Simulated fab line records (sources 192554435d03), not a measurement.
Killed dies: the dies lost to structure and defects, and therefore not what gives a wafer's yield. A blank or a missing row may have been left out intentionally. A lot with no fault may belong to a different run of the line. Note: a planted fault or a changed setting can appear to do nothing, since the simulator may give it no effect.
A lot that was struck, set against a sound lot    flow n5_finfet    14 steps out of a route of 1938
Sound: these wafers, L600.1, L600.3, L600.5. Wafers struck: L609.1, L609.5, L609.6. The cause is named last.
Per side, at each step with rows, come the tool, then ch with its chambers, and then its first start. Under that, the readings that differ: sound wafers    struck wafers    difference of the means    sigmas: that difference in standard deviations of wafers without a fault.
alike: readings whose means differ by less than 2 such deviations, and words and numbers that are the same on both sides. not compared: withheld readings, readings that some wafer has no value for, bounds like >300 that may hide the same value, and numbers for which the record gives no deviation and whose values overlap.
Wherever a step has rows on one side only, a row that says differs or no value, or a row with sigmas, the two part there. Numbers that have no deviation but don't overlap get no sigmas and don't part them. A reading missing from all wafers of one side parts the sides only when that side holds two or more wafers.

first, 2 steps without rows for these wafers: N5_BEOL_M1_SPUTTER_90 (material Cu, target thk 4.5 nm, time 8.29 s); N5_BEOL_M1_ANNEAL_91 (time 240 s).
N5_BEOL_M1_SPUTTER_92: material Cu, target thk 4.5 nm, time 8.29 s.
  struck on pvd_sputter-01, day 10 08:26; sound on pvd_sputter-03, day 8 10:15
  alike: throttle_valve_pct
N5_BEOL_M1_ANNEAL_93: time 240 s.
  struck on pvd_sputter-01, day 10 08:31; sound on pvd_sputter-03, day 8 10:20
  alike: heater_power_w
N5_BEOL_M1_SPUTTER_94: material Cu, target thk 4.5 nm, time 8.29 s.
  struck on pvd_sputter-01, day 10 08:39; sound on pvd_sputter-03, day 8 10:28
  alike: throttle_valve_pct
then, 1 step without rows for these wafers: N5_BEOL_M1_ANNEAL_95 (time 240 s).
N5_BEOL_M1_SPUTTER_96: material Cu, target thk 4.5 nm, time 8.29 s.
  struck on pvd_sputter-01, day 10 08:52; sound on pvd_sputter-03, day 8 10:41
  alike: throttle_valve_pct
then, 2 steps without rows for these wafers: N5_BEOL_M1_ECD_50 (material Cu, target thk 300 nm); N5_BEOL_M1_ANNEAL_51 (time 90 s).
N5_BEOL_M1_CMP_52: polishes, stops on SiOC, t overpolish 6.8 s, target thk 40 nm.
  sound on cmp-03 ch 0,2,3, day 8 11:16; struck on cmp-01 ch 0,2,3, day 10 09:34
  alike: barrier_field_endpoint_s, clearing_platen_down_force_psi, motor_current_A, overpolish_run_s, slurry_flow_ml_min, time_to_endpoint_s
  not compared: pad_life_wafers
then, 1 step without rows for these wafers: N5_BEOL_M1_PRE_CLEAN_60 (time 15 s).
N5_BEOL_M1_CO_CAP_55: material Co, precursor CCTBA/H2, target thk 2 nm, time 102.1 s.
  sound on cvd_co-02 ch 0,1,2, day 8 11:33; struck on cvd_co-01 ch 0,1,2, day 10 09:52
reading                                    sound              struck          difference  sigmas
run_length_s (s)                           124.9 125.1 125.0  59.2 57.5 59.0  -66.4       -99 or more
model.Co_of_BEOL_M1_CO_CAP_55.thk_nm (nm)  1.8 1.8 2          0.6 0.8 0.6     -1.2        
  alike: heater_power_outer_w, heater_power_w
then, 1 step without rows for these wafers: N5_BEOL_M1_PRE_CLEAN_56 (time 15 s).
-- the record jumps here: 4 days lie between the struck wafers' starts before and after (it left off in module BEOL_M1 and takes up again in module BEOL_M4, whose first step shown is number 1111 of the route) --
N5_BEOL_M4_RC_MEAS_101:
  sound on prober-01 ch 0, day 12 02:20; struck on prober-02 ch 0, day 14 05:25
  alike: DIBL_N, DIBL_P, IOFF_N, IOFF_P, ION_N, ION_P, SS_N, SS_P, VT_N, VT_P

## WHERE THEY PART
At N5_BEOL_M1_CO_CAP_55 and nowhere else, as far as this record goes. Later steps at which nothing parts them and some readings are alike: N5_BEOL_M4_RC_MEAS_101.

WHY: what had been put in by the simulator
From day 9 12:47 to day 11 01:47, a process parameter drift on cvd_co-01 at N5_BEOL_M1_CO_CAP_55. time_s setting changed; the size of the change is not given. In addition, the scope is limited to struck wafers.
